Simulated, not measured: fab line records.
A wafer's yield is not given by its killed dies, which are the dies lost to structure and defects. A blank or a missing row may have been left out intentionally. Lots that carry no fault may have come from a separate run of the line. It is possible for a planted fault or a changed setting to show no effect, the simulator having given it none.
Chamber matching || flow n5_finfet || rie_diel-01 running N5_BEOL_M0_SAQP_ETCH_84: 4 sister chambers
The step etches SOC in N2/H2, target depth 100 nm, overetch 20 nm, time 150 s. 4 wafers are shown with their chamber, then 8 later ones without.

## WAFERS PAIRED WITH THEIR CHAMBERS
{"wafer": "L082.5", "chamber": 2, "showerhead_plenum_p_Torr (Torr)": 2.40}
{"wafer": "L083.5", "chamber": 3, "showerhead_plenum_p_Torr (Torr)": 2.64}
{"wafer": "L083.6", "chamber": 0, "showerhead_plenum_p_Torr (Torr)": 2.64}
{"wafer": "L084.1", "chamber": 1, "showerhead_plenum_p_Torr (Torr)": 2.71}

## WAFERS WHOSE CHAMBER IS MISSING
{"wafer": "L084.2", "showerhead_plenum_p_Torr (Torr)": 2.64}
{"wafer": "L084.4", "showerhead_plenum_p_Torr (Torr)": 2.40}
{"wafer": "L091.2", "showerhead_plenum_p_Torr (Torr)": 2.64}
{"wafer": "L091.4", "showerhead_plenum_p_Torr (Torr)": 2.63}
{"wafer": "L091.5", "showerhead_plenum_p_Torr (Torr)": 2.70}
{"wafer": "L093.1", "showerhead_plenum_p_Torr (Torr)": 2.63}
{"wafer": "L093.4", "showerhead_plenum_p_Torr (Torr)": 2.70}
{"wafer": "L093.5", "showerhead_plenum_p_Torr (Torr)": 2.63}

## THE CHAMBER EACH PASSED THROUGH
{"wafer": "L084.2", "from the rows above": "can't be placed: 0 or 3", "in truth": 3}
{"wafer": "L084.4", "from the rows above": 2, "in truth": 2}
{"wafer": "L091.2", "from the rows above": "can't be placed: 0 or 3", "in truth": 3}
{"wafer": "L091.4", "from the rows above": "can't be placed: 0 or 3", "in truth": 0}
{"wafer": "L091.5", "from the rows above": 1, "in truth": 1}
{"wafer": "L093.1", "from the rows above": "can't be placed: 0 or 3", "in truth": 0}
{"wafer": "L093.4", "from the rows above": 1, "in truth": 1}
{"wafer": "L093.5", "from the rows above": "can't be placed: 0 or 3", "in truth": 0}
Placed correctly: 3 of 8. Not placeable from these rows: 5 (in 5, the candidates include the true chamber). 0 placed wrongly.
How it was worked out, from the rows above alone: a wafer's distance from a chamber is the root of the sum, over the readings, of the square of ((its reading less the chamber's mean) divided by the reading's scatter). The wafer belongs to the nearest chamber; if the next one is less than 2 further off, it can't be placed. The mean given for a chamber averages the wafers shown for that chamber. The scatter (one wafer shown for each chamber): square how far every hidden wafer sits from the nearest shown wafer, average those squares and take the square root.
